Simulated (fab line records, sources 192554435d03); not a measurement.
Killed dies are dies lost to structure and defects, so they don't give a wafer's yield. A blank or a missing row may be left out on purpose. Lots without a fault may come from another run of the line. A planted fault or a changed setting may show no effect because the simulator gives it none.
fab line records | flow n5_finfet
record lots=14 wafers=42 last_day=18
route steps=1938 shown BEOL_M1@828 BEOL_M2@854 BEOL_M4@1111
lots that met no fault: from a run of the same line without faults
start_h: hours from the record's first day to the start of the lot's first wafer shown | wait_h: hours since the lot's step before | " the same as in the row above | L1.1+2: a row that stands for several wafers | - no value, or no start given | * or withheld: withheld | < > ~ a bound
route shown NAME@n: a module of which the file shows steps, and the number in the route of the first | usual: mean/standard deviation of fault-free wafers | same: alike in all rows | chamber/n: place in a boat | sites: the reading at each site | _std_site: their standard deviation | _edge_site: outer sites' mean less inner sites' | radius_mm: how far each site lies from the wafer's centre | mask NAME#n: copy n | behind: the tool/chamber that last shaped the wafer | hold: why the lot was held/for how many hours/how that ended | device: the transistor (n, p or np) that didn't switch | end of line: the same wafers' tests at the end of the route | a step without rows: its recipe alone | killed: dies lost to structure and defects at the first sort, not the wafer's yield | map: a wafer's dies, x killed, . not, _ none there
set.NAME: the setting as run; set.NAME@STEP: as run at that earlier step | model.NAME: the simulator's own value behind a step, which no gauge read
steps of the route over a sample of lots; a table a step, a row a wafer
services: from which hour (start_h, from the record's first day; less than 0 if before it) a tool's chamber was out of use, for how many hours, and why
## steps
# step N5_BEOL_M1_SPUTTER_94
# recipe material=Cu target_thk_a=45 temp_c=-20 chamber_pressure_pa=0.07 power_w=withheld time_s=8.29
# usual throttle_valve_pct=30.0/0.98
# columns lot.wafer tool chamber start_h wait_h throttle_valve_pct
L179.3 pvd_sputter-03 - 126.00 0.1 29.3
L179.4 " - " " 30.3
L179.6 " - " " 30.2
L183.3 pvd_sputter-02 - 161.74 0.1 29.2
L183.5 " - " " 31.0
L183.6 " - " " 29.3
L185.1 pvd_sputter-03 - 178.39 0.1 29.6
L185.2 " - " " 29.3
L185.3 " - " " 30.3
L186.1 pvd_sputter-02 - 179.12 0.1 31.9
L186.3 " - " " 30.5
L186.6 " - " " 30.8
L187.4 pvd_sputter-02 - 181.86 0.1 29.3
L187.5 " - " " 29.1
L187.6 " - " " 31.7
L188.3 pvd_sputter-01 - 184.92 0.1 28.9
L188.4 " - " " 31.3
L188.6 " - " " 31.2
L192.1 pvd_sputter-01 - 213.37 0.1 30.5
L192.4 " - " " 31.4
L192.5 " - " " 30.0
L193.1 pvd_sputter-03 - 218.00 0.1 29.9
L193.3 " - " " 28.0
L193.6 " - " " 30.0
L198.2 pvd_sputter-02 - 240.19 0.1 29.2
L198.4 " - " " 30.0
L198.5 " - " " 30.2
L199.3 pvd_sputter-02 - 250.53 0.1 31.9
L199.4 " - " " 30.4
L199.5 " - " " 30.3
L200.2 pvd_sputter-01 - 261.75 0.1 31.3
L200.3 " - " " 29.9
L200.5 " - " " 31.2
L197.1 pvd_sputter-03 - 262.00 0.1 29.1
L197.2 " - " " 28.1
L197.5 " - " " 28.2
L201.2 pvd_sputter-01 - 264.42 0.1 30.8
L201.4 " - " " 31.3
L201.6 " - " " 31.2
L202.2 pvd_sputter-01 - 269.16 0.1 31.1
L202.3 " - " " 29.0
L202.5 " - " " 29.8
# step N5_BEOL_M1_SPUTTER_96
# recipe material=Cu target_thk_a=45 temp_c=-20 chamber_pressure_pa=0.07 power_w=withheld time_s=8.29
# usual throttle_valve_pct=30.0/0.93
# columns lot.wafer tool chamber start_h wait_h throttle_valve_pct
L179.3 pvd_sputter-03 - 126.22 0.1 29.6
L179.4 " - " " 30.1
L179.6 " - " " 30.2
L183.3 pvd_sputter-02 - 161.96 0.1 29.1
L183.5 " - " " 30.5
L183.6 " - " " 29.1
L185.1 pvd_sputter-03 - 178.61 0.1 29.7
L185.2 " - " " 29.4
L185.3 " - " " 30.2
L186.1 pvd_sputter-02 - 179.34 0.1 31.9
L186.3 " - " " 30.4
L186.6 " - " " 30.7
L187.4 pvd_sputter-02 - 182.08 0.1 29.3
L187.5 " - " " 29.4
L187.6 " - " " 31.9
L188.3 pvd_sputter-01 - 185.14 0.1 29.2
L188.4 " - " " 31.1
L188.6 " - " " 31.4
L192.1 pvd_sputter-01 - 213.59 0.1 30.7
L192.4 " - " " 31.2
L192.5 " - " " 29.9
L193.1 pvd_sputter-03 - 218.22 0.1 30.1
L193.3 " - " " 28.1
L193.6 " - " " 30.2
L198.2 pvd_sputter-02 - 240.41 0.1 29.4
L198.4 " - " " 30.2
L198.5 " - " " 30.2
L199.3 pvd_sputter-02 - 250.75 0.1 31.6
L199.4 " - " " 29.9
L199.5 " - " " 30.3
L200.2 pvd_sputter-01 - 261.97 0.1 31.0
L200.3 " - " " 29.9
L200.5 " - " " 31.2
L197.1 pvd_sputter-03 - 262.22 0.1 29.4
L197.2 " - " " 28.3
L197.5 " - " " 28.2
L201.2 pvd_sputter-01 - 264.64 0.1 30.7
L201.4 " - " " 31.0
L201.6 " - " " 31.2
L202.2 pvd_sputter-01 - 269.38 0.1 31.3
L202.3 " - " " 29.1
L202.5 " - " " 30.0
# step N5_BEOL_M2_CD_MEAS_11
# recipe target_cd_nm=16.79 landing_energy_ev=500 detector=se_inlens polarity=opening
# usual cd_nm=16.75/0.23
# columns lot.wafer tool chamber start_h wait_h cd_nm
L179.3 cd_sem-01 0 130.28 - 16.82
L179.4 " 0 " " 16.84
L179.6 " 0 " " 16.80
L183.3 cd_sem-03 0 165.54 - 16.66
L183.5 " 0 " " 16.56
L183.6 " 0 " " 16.71
L185.1 cd_sem-02 0 181.16 - 16.78
L185.2 " 0 " " 16.89
L185.3 " 0 " " 17.07
L186.1 cd_sem-01 0 181.88 - 16.67
L186.3 " 0 " " 16.98
L186.6 " 0 " " 17.02
L187.4 cd_sem-01 0 185.55 - 16.51
L187.5 " 0 " " 16.90
L187.6 " 0 " " 16.95
L188.3 cd_sem-03 0 188.92 - 16.99
L188.4 " 0 " " 17.23
L188.6 " 0 " " 16.77
L192.1 cd_sem-02 0 217.30 - 16.61
L192.4 " 0 " " 16.63
L192.5 " 0 " " 16.51
L193.1 cd_sem-02 0 221.11 - 16.75
L193.3 " 0 " " 16.58
L193.6 " 0 " " 16.60
L198.2 cd_sem-01 0 242.26 - 17.11
L198.4 " 0 " " 17.07
L198.5 " 0 " " 16.83
L199.3 cd_sem-01 0 254.50 - 16.88
L199.4 " 0 " " 16.98
L199.5 " 0 " " 16.77
L200.2 cd_sem-02 0 265.38 - 16.44
L200.3 " 0 " " 16.54
L200.5 " 0 " " 16.95
L197.1 cd_sem-03 0 265.48 - 16.47
L197.2 " 0 " " 16.79
L197.5 " 0 " " 16.69
L201.2 cd_sem-01 0 268.07 - 17.15
L201.4 " 0 " " 16.78
L201.6 " 0 " " 16.86
L202.2 cd_sem-02 0 271.46 - 16.91
L202.3 " 0 " " 16.52
L202.5 " 0 " " 16.85
# step N5_BEOL_M2_ETCH_64
# recipe chemistry=N2/H2 target=SOC target_depth_a=750 overetch_a=225 mask_material=SiARC temp_c=40 time_s=121.9 ion_energy_ev=200 pressure_mtorr=30 source_w=840 bias_w=150 n2_flow_sccm=200 h2_flow_sccm=200
# usual bias_w=150.0/0.46 chamber_pressure_mTorr=29.998/0.028 drypump_motor_current_A=5.7/0.46 oes_product_au=0.61/0.045 rf_vpp_V=523.1/2.3 showerhead_plenum_p_Torr=2.52/0.077 temp_c=40.02/0.12 throttle_valve_pct=17.77/0.22
# columns lot.wafer tool chamber start_h wait_h bias_w chamber_pressure_mTorr drypump_motor_current_A oes_product_au rf_hours_counter_h rf_vpp_V showerhead_plenum_p_Torr temp_c throttle_valve_pct
L179.3 rie_diel-02 1 130.48 0.0 150.1 30.007 6.1 0.59 124 521.4 2.43 40.19 17.72
L179.4 " 1 " " 149.9 29.987 6.1 0.59 - 521.6 2.43 39.90 17.70
L179.6 " 2 " " 149.6 29.989 5.7 0.68 - 521.9 2.50 40.23 18.15
L183.3 rie_diel-01 2 165.74 0.0 150.3 30.006 5.6 0.58 122 524.6 2.57 40.08 17.94
L183.5 " 2 " " 149.9 30.013 5.6 0.59 - 524.5 2.57 40.00 17.91
L183.6 " 0 " " 150.1 30.031 6.2 0.64 - 520.5 2.46 39.99 17.64
L185.1 rie_diel-04 3 181.37 0.0 150.5 29.989 5.5 0.64 52 524.4 2.56 40.15 17.60
L185.2 " 1 " " 150.2 29.998 5.4 0.58 140 521.9 2.46 40.09 18.08
L185.3 " 2 " " 150.3 30.042 4.7 0.67 42 524.4 2.59 40.11 17.51
L186.1 rie_diel-02 2 182.24 0.0 150.7 29.996 5.7 0.65 49 522.0 2.50 39.91 18.15
L186.3 " 3 " " 149.7 30.059 5.9 0.58 137 528.2 2.66 40.11 17.53
L186.6 " 2 " " 150.4 29.993 5.7 0.65 - 522.5 2.49 39.88 18.18
L187.4 rie_diel-04 1 185.74 0.0 151.1 30.007 5.4 0.58 141 521.1 2.46 40.21 18.07
L187.5 " 3 " " 149.6 30.016 5.5 0.64 - 524.8 2.56 39.92 17.59
L187.6 " 0 " " 150.2 30.028 6.1 0.66 - 520.8 2.47 39.78 17.62
L188.3 rie_diel-04 3 189.12 0.0 149.8 29.980 5.5 0.64 55 524.3 2.56 40.00 17.59
L188.4 " 1 " " 150.4 30.003 5.4 0.58 142 520.6 2.46 39.98 18.08
L188.6 " 0 " " 150.3 29.993 6.1 0.65 - 522.2 2.47 39.80 17.63
L192.1 rie_diel-04 3 217.51 0.0 - - - - - - - - -
L192.4 " 0 " " - - - - - - - - -
L192.5 " 1 " " - - - - - - - - -
L193.1 rie_diel-01 3 222.10 0.0 - - - - - - - - -
L193.3 " 2 " " - - - - - - - - -
L193.6 " 1 " " - - - - - - - - -
L198.2 rie_diel-04 1 242.65 0.0 149.9 29.996 5.4 0.57 163 520.0 2.45 39.90 18.11
L198.4 " 0 " " 149.7 30.003 6.1 0.63 64 519.6 2.46 39.91 17.67
L198.5 " 2 " " 149.8 30.005 4.8 0.65 - 524.0 2.58 40.14 17.55
L199.3 rie_diel-04 3 254.70 0.0 150.1 29.956 5.5 0.62 74 525.6 2.55 39.92 17.63
L199.4 " 2 " " 150.0 30.007 4.7 0.65 72 524.7 2.57 40.21 17.57
L199.5 " 0 " " 149.9 29.972 6.1 0.63 - 521.7 2.46 40.24 17.69
L200.2 rie_diel-04 0 265.58 0.0 149.1 30.022 6.2 0.62 72 520.7 2.46 39.95 17.68
L200.3 " 3 " " 150.4 29.976 5.5 0.62 78 524.4 2.55 40.14 17.64
L200.5 " 3 " " 149.0 29.984 5.5 0.62 - 524.0 2.55 40.14 17.64
L197.1 rie_diel-02 1 265.81 0.0 150.5 29.991 6.1 0.56 173 520.8 2.41 39.86 17.80
L197.2 " 2 " " 149.0 30.015 5.7 0.63 78 521.9 2.48 40.21 18.21
L197.5 " 0 " " 149.5 30.038 5.2 0.52 - 523.5 2.51 39.96 18.02
L201.2 rie_diel-02 1 268.50 0.0 150.2 29.995 6.2 0.55 174 521.7 2.41 40.22 17.81
L201.4 " 2 " " 149.1 30.024 5.7 0.64 79 523.0 2.48 40.04 18.23
L201.6 " 2 " " 149.9 30.031 5.7 0.63 - 522.0 2.48 40.07 18.22
L202.2 rie_diel-04 0 271.66 0.0 149.6 30.049 6.1 0.62 74 521.1 2.46 39.97 17.69
L202.3 " 1 " " 149.7 29.976 5.4 0.57 174 521.4 2.45 40.36 18.13
L202.5 " 2 " " 149.7 29.986 4.7 0.64 - 525.1 2.57 40.11 17.57
# step N5_BEOL_M2_HM_OPEN_17
# recipe chemistry=Cl2/BCl3 target_depth_a=200 overetch_a=60 target=TiN mask_material=SOC ion_energy_ev=150 pressure_mtorr=10 icp_w=1000 bias_w=126 Cl2_flow_sccm=53.25 bcl3_flow_sccm=21.75 Ar_flow_sccm=25
# usual bcl3_flow_sccm=21.75/0.057 drypump_motor_current_A=5.8/0.35 oes_product_au=0.68/0.084 throttle_valve_pct=22.13/0.16
# columns lot.wafer tool chamber start_h wait_h bcl3_flow_sccm drypump_motor_current_A oes_product_au rf_hours_counter_h throttle_valve_pct
L179.3 rie_metal-03 1 130.71 0.1 21.80 5.4 0.73 - 22.02
L179.4 " 1 " " 21.68 5.4 0.74 - 21.99
L179.6 " 1 " " 21.71 5.4 0.73 - 21.99
L183.3 rie_metal-03 1 165.94 0.1 21.73 5.4 0.71 - 22.03
L183.5 " 0 " " 21.75 5.5 0.78 - 22.23
L183.6 " 1 " " 21.83 5.4 0.72 - 22.01
L185.1 rie_metal-02 0 181.54 0.0 21.82 6.2 0.51 134 22.13
L185.2 " 1 " " 21.66 5.9 0.52 119 22.44
L185.3 " 0 " " 21.73 6.2 0.52 - 22.13
L186.1 rie_metal-01 1 182.42 0.0 21.79 5.7 0.67 39 22.22
L186.3 " 0 " " 21.76 6.3 0.66 - 21.92
L186.6 " 0 " " 21.79 6.3 0.67 - 21.92
L187.4 rie_metal-03 0 185.95 0.1 21.74 5.4 0.77 - 22.26
L187.5 " 1 " " 21.83 5.4 0.70 - 22.02
L187.6 " 0 " " 21.75 5.4 0.77 - 22.24
L188.3 rie_metal-02 1 189.35 0.1 21.74 5.9 0.53 - 22.43
L188.4 " 1 " " 21.66 5.9 0.53 - 22.42
L188.6 " 1 " " 21.76 5.9 0.52 - 22.44
L192.1 rie_metal-01 1 217.68 0.0 21.77 5.7 0.29 43 22.88
L192.4 " 0 " " 21.87 6.3 0.29 - 22.58
L192.5 " 0 " " 21.80 6.3 0.28 - 22.58
L193.1 rie_metal-01 1 222.28 0.0 21.77 5.7 0.29 44 22.89
L193.3 " 1 " " 21.79 5.7 0.29 - 22.89
L193.6 " 1 " " 21.84 5.7 0.30 - 22.89
L198.2 rie_metal-01 1 242.83 0.0 21.79 5.7 0.66 45 22.23
L198.4 " 0 " " 21.74 6.3 0.64 - 21.96
L198.5 " 0 " " 21.84 6.3 0.64 - 21.94
L199.3 rie_metal-01 0 254.91 0.1 21.73 6.3 0.64 - 21.94
L199.4 " 1 " " 21.77 5.7 0.66 - 22.22
L199.5 " 0 " " 21.72 6.3 0.64 - 21.95
L200.2 rie_metal-01 0 265.75 0.0 21.91 6.3 0.64 59 21.94
L200.3 " 1 " " 21.69 5.7 0.65 - 22.23
L200.5 " 0 " " 21.80 6.3 0.64 - 21.96
L197.1 rie_metal-03 0 265.98 0.0 21.70 5.4 0.73 13 22.26
L197.2 " 1 " " 21.74 5.4 0.68 32 22.04
L197.5 " 1 " " 21.75 5.4 0.69 - 22.05
L201.2 rie_metal-03 1 268.67 0.0 21.63 5.4 0.69 32 22.03
L201.4 " 0 " " 21.72 5.5 0.73 - 22.25
L201.6 " 1 " " 21.72 5.4 0.68 - 22.04
L202.2 rie_metal-02 0 271.83 0.0 21.75 6.2 0.80 6 21.93
L202.3 " 0 " " 21.70 6.2 0.80 - 21.90
L202.5 " 1 " " 21.75 5.9 0.89 - 22.11
# step N5_BEOL_M2_CD_MEAS_18
# recipe pitch_nm=36 target_cd_nm=18
# usual cd_nm=17.91/0.29
# columns lot.wafer tool chamber start_h wait_h cd_nm
L179.3 cd_sem-03 - 130.92 0.1 17.90
L179.4 " - " " 18.30
L179.6 " - " " 17.63
L183.3 cd_sem-02 - 166.10 0.1 18.63
L183.5 " - " " 17.95
L183.6 " - " " 17.87
L185.1 cd_sem-02 - 181.72 0.0 17.94
L185.2 " - " " 18.12
L185.3 " - " " 17.70
L186.1 cd_sem-03 - 182.60 0.0 17.94
L186.3 " - " " 17.83
L186.6 " - " " 18.01
L187.4 cd_sem-03 - 186.26 0.1 18.06
L187.5 " - " " 17.79
L187.6 " - " " 17.13
L188.3 cd_sem-02 - 189.57 0.1 17.97
L188.4 " - " " 18.13
L188.6 " - " " 17.81
L192.1 cd_sem-01 - 217.86 0.0 -
L192.4 " - " " -
L192.5 " - " " -
L193.1 cd_sem-03 - 222.51 0.0 -
L193.3 " - " " -
L193.6 " - " " -
L198.2 cd_sem-03 - 243.01 0.1 18.04
L198.4 " - " " 18.40
L198.5 " - " " 18.13
L199.3 cd_sem-02 - 255.06 0.1 17.85
L199.4 " - " " 17.89
L199.5 " - " " 17.62
L200.2 cd_sem-03 - 266.03 0.1 17.87
L200.3 " - " " 17.57
L200.5 " - " " 17.82
L197.1 cd_sem-01 - 266.16 0.0 18.07
L197.2 " - " " 18.46
L197.5 " - " " 18.21
L201.2 cd_sem-03 - 268.87 0.1 18.07
L201.4 " - " " 18.19
L201.6 " - " " 18.18
L202.2 cd_sem-02 - 272.01 0.1 18.22
L202.3 " - " " 17.68
L202.5 " - " " 18.23
# step N5_BEOL_M4_RC_MEAS_101
# usual DIBL_N=36.0/2 DIBL_P=36.2/2.2 IOFF_N=0.16/0.034 IOFF_P=0.21/0.04 ION_N=675/12 ION_P=463/7.2 SS_N=71.6/0.6 SS_P=73.3/0.67 VT_N=250/3 VT_P=-251/3.4
# columns lot.wafer tool chamber start_h wait_h DIBL_N[mV/V] DIBL_P[mV/V] IOFF_N[nA/um] IOFF_P[nA/um] ION_N[uA/um] ION_P[uA/um] SS_N[mV/dec] SS_P[mV/dec] VT_N[mV] VT_P[mV]
L179.3 prober-02 0 169.71 0.3 37.7 36.6 0.17 0.21 670 452 72.3 74.3 251 -252
L179.4 " 0 " " 35.6 34.6 0.12 0.18 662 457 72.2 73.1 253 -255
L179.6 " 0 " " 35.6 34.4 0.14 0.18 650 451 71.8 73.6 250 -256
L183.3 prober-02 0 198.35 0.3 35.2 35.2 0.14 0.18 681 460 71.1 73.5 251 -251
L183.5 " 0 " " 36.7 36.1 0.16 0.18 673 455 71.7 72.3 251 -254
L183.6 " 0 " " 34.6 35.2 0.13 0.17 665 461 70.6 72.1 250 -252
L186.1 prober-01 0 217.68 0.0 38.6 39.9 0.24 0.29 697 474 72.4 74.3 242 -245
L186.3 " 0 " " 36.6 37.6 0.20 0.25 680 462 71.6 73.6 245 -248
L186.6 " 0 " " 37.7 38.0 0.22 0.26 693 470 72.3 73.6 245 -248
L185.1 prober-02 0 217.79 0.0 35.0 36.6 0.15 0.19 669 457 71.6 72.8 250 -255
L185.2 " 0 " " 35.8 36.6 0.16 0.18 675 455 72.2 73.2 249 -254
L185.3 " 0 " " 33.0 33.8 0.13 0.15 671 454 70.9 72.9 252 -257
L187.4 prober-01 0 221.73 0.5 36.0 34.2 0.13 0.16 669 453 71.8 73.8 254 -255
L187.5 " 0 " " 38.7 37.7 0.18 0.20 673 453 72.5 73.7 253 -253
L187.6 " 0 " " 37.0 36.6 0.14 0.19 679 460 72.0 73.5 252 -254
L188.3 prober-01 0 227.74 0.3 34.5 35.0 0.14 0.21 673 467 70.8 72.9 249 -248
L188.4 " 0 " " 34.3 34.6 0.13 0.20 668 465 70.4 72.5 252 -251
L188.6 " 0 " " 34.4 34.0 0.13 0.18 670 460 71.1 72.6 252 -251
L198.2 prober-02 0 275.28 0.2 35.3 36.7 0.16 0.24 681 470 71.8 73.5 248 -247
L198.4 " 0 " " 39.6 39.8 0.24 0.31 696 475 73.1 74.0 248 -246
L198.5 " 0 " " 34.0 33.5 0.14 0.20 660 460 71.3 72.9 251 -250
L199.3 prober-02 0 309.24 0.3 38.0 38.2 0.18 0.23 675 462 71.4 74.1 250 -248
L199.4 " 0 " " 38.9 39.1 0.20 0.27 683 470 72.0 74.2 248 -247
L199.5 " 0 " " 38.2 38.4 0.18 0.23 682 469 72.5 74.7 248 -247
L201.2 prober-01 0 311.77 0.2 39.8 39.3 0.24 0.29 696 470 72.4 74.2 243 -246
L201.4 " 0 " " 35.9 36.6 0.17 0.23 690 464 71.0 72.5 247 -247
L201.6 " 0 " " 35.3 35.1 0.15 0.21 669 467 71.4 72.7 251 -252
L197.1 prober-01 0 312.55 0.7 33.4 32.6 0.12 0.18 668 465 70.8 72.4 254 -252
L197.2 " 0 " " 39.1 40.0 0.22 0.32 695 480 72.0 74.7 245 -243
L197.5 " 0 " " 38.7 39.9 0.21 0.30 685 468 72.5 74.8 247 -247
L200.2 prober-02 0 314.82 0.2 36.8 36.9 0.16 0.20 672 463 71.1 73.5 249 -253
L200.3 " 0 " " 38.6 37.4 0.20 0.21 692 465 71.9 73.9 247 -251
L200.5 " 0 " " 34.2 32.8 0.13 0.16 664 452 71.2 71.9 252 -254
L202.2 prober-01 0 317.14 0.2 34.0 33.6 0.12 0.18 669 459 71.1 73.0 253 -252
L202.3 " 0 " " 35.2 34.5 0.14 0.19 666 456 71.7 73.5 252 -254
L202.5 " 0 " " 35.9 34.8 0.15 0.19 673 456 71.7 72.7 250 -253
## services
# columns tool chamber start_h hours kind
rie_metal-02 - 120.62 4.0 pm
rie_diel-01 3 123.27 6.5 repair
rie_diel-02 0 128.23 12.0 repair
rie_diel-04 - 131.45 0.3 repair
rie_diel-01 1 162.05 - clean
rie_diel-01 1 162.05 - consumable_replace:focus_ring
rie_diel-01 1 162.05 - consumable_replace:showerhead
rie_diel-01 1 162.05 22.6 scheduled_down
rie_diel-01 1 162.05 22.6 vent_cycle
rie_metal-02 0 182.77 - clean
rie_metal-02 0 182.77 20.1 scheduled_down
rie_metal-02 0 182.77 20.1 vent_cycle
rie_diel-01 - 196.61 0.9 repair
rie_diel-04 3 198.02 17.3 repair
rie_metal-02 - 210.06 10.0 pm
rie_diel-02 2 220.41 6.5 repair
rie_diel-04 1 221.06 3.8 repair
rie_diel-01 2 231.74 9.0 repair
rie_metal-02 1 253.64 - clean
rie_metal-02 1 253.64 17.3 scheduled_down
rie_metal-02 1 253.64 17.3 vent_cycle
## key
first_sign step=N5_BEOL_M2_ETCH_64 reading=tool_record direction=missing
effect step=N5_BEOL_M2_HM_OPEN_17 reading=oes_product_au direction=down sigmas=4.6 usual=0.68 struck=0.29
effect step=N5_BEOL_M2_CD_MEAS_18 reading=cd_nm direction=missing
met_at N5_BEOL_M2_ETCH_64
struck_lots L192,L193
later_rows_left_out L192.1,L192.4,L192.5,L193.1,L193.3,L193.6
sort_left_out L192.1,L192.4,L192.5,L193.1,L193.3,L193.6
not_acting_at N5_BEOL_M1_SPUTTER_94,N5_BEOL_M1_SPUTTER_96,N5_BEOL_M2_CD_MEAS_11
onset_between 189.12 217.51
fault kind=skipped_step_whole tool=rie_diel-01,rie_diel-04 chamber=- onset_h=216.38 steps=N5_BEOL_M2_ETCH_64 scope=struck_lots_only
# sort_left_out: the simulated sort isn't trusted on such a fault, so these wafers' sort isn't shown, and their yield isn't known
# later_rows_left_out: the simulator's readings of these wafers behind a module that went badly wrong aren't trusted and aren't shown, but for the sort
